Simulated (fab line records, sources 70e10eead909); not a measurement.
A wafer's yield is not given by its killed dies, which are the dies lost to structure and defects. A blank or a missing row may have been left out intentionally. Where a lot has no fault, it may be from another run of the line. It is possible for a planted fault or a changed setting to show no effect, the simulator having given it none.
Matching of chambers ; flow nand_harc ; 4 sister chambers for NHARC_A_ZERO_WELL_ETCH_13 on rie_si-04
The step etches the open film in HBr/Cl2, target depth 120 nm, time 40.1 s. 14 wafers are shown with their chamber, then 7 later ones without.

== EACH WAFER AND ITS CHAMBER ==
wafer;chamber;drypump_motor_current_A (A);he_backside_leak_sccm (sccm);throttle_valve_pct (%)
L232.1;2;5.62;2.63;26.403
L232.4;0;5.52;2.69;26.394
L232.5;1;5.22;3.33;26.411
L238.4;2;5.64;2.35;26.411
L238.5;3;5.67;2.74;26.409
L238.6;2;5.64;2.39;26.411
L240.2;3;5.68;2.85;26.417
L240.3;1;5.21;2.87;26.399
L240.5;1;5.19;2.98;26.410
L242.1;2;5.61;2.47;26.410
L242.2;1;5.24;2.88;26.398
L242.4;3;5.66;2.78;26.417
L249.3;3;5.68;2.64;26.402
L249.4;1;5.22;3.04;26.411

SIGNATURES, as means of the wafers listed above
reading;chamber 0;chamber 1;chamber 2;chamber 3;scatter within a chamber
drypump_motor_current_A;5.5200;5.2160;5.6275;5.6725;0.0151
he_backside_leak_sccm;2.6900;3.0200;2.4600;2.7525;0.145
throttle_valve_pct;26.39400;26.40580;26.40875;26.41125;0.00617
Rule: a wafer's distance from a chamber is the root of the sum, over the readings, of the square of ((its reading less the chamber's mean) divided by the reading's scatter). The wafer belongs to the nearest chamber; if the next one is less than 2 further off, it can't be placed. The scatter: take each reading less its chamber's mean, square it, sum over the shown wafers, divide by the number of wafers less the number of chambers, and take the root.

== WAFERS WITHOUT THEIR CHAMBER ==
wafer;drypump_motor_current_A (A);he_backside_leak_sccm (sccm);throttle_valve_pct (%)
L249.6;5.45;2.69;26.409
L254.1;5.20;2.95;26.418
L254.4;5.63;2.55;26.421
L254.6;5.51;2.55;26.392
L253.1;5.22;2.59;26.425
L253.3;5.48;2.62;26.400
L253.5;5.67;2.78;26.407

== CHAMBER TAKEN BY EACH ==
wafer;from the rows above;in truth
L249.6;0;0
L254.1;1;1
L254.4;can't be placed: 2 or 3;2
L254.6;0;0
L253.1;1;1
L253.3;0;0
L253.5;3;3
Correctly placed: 6 of 7. Cannot be placed on the basis of these rows: 1; the candidates contain the true chamber in 1. Wrongly placed: 0.
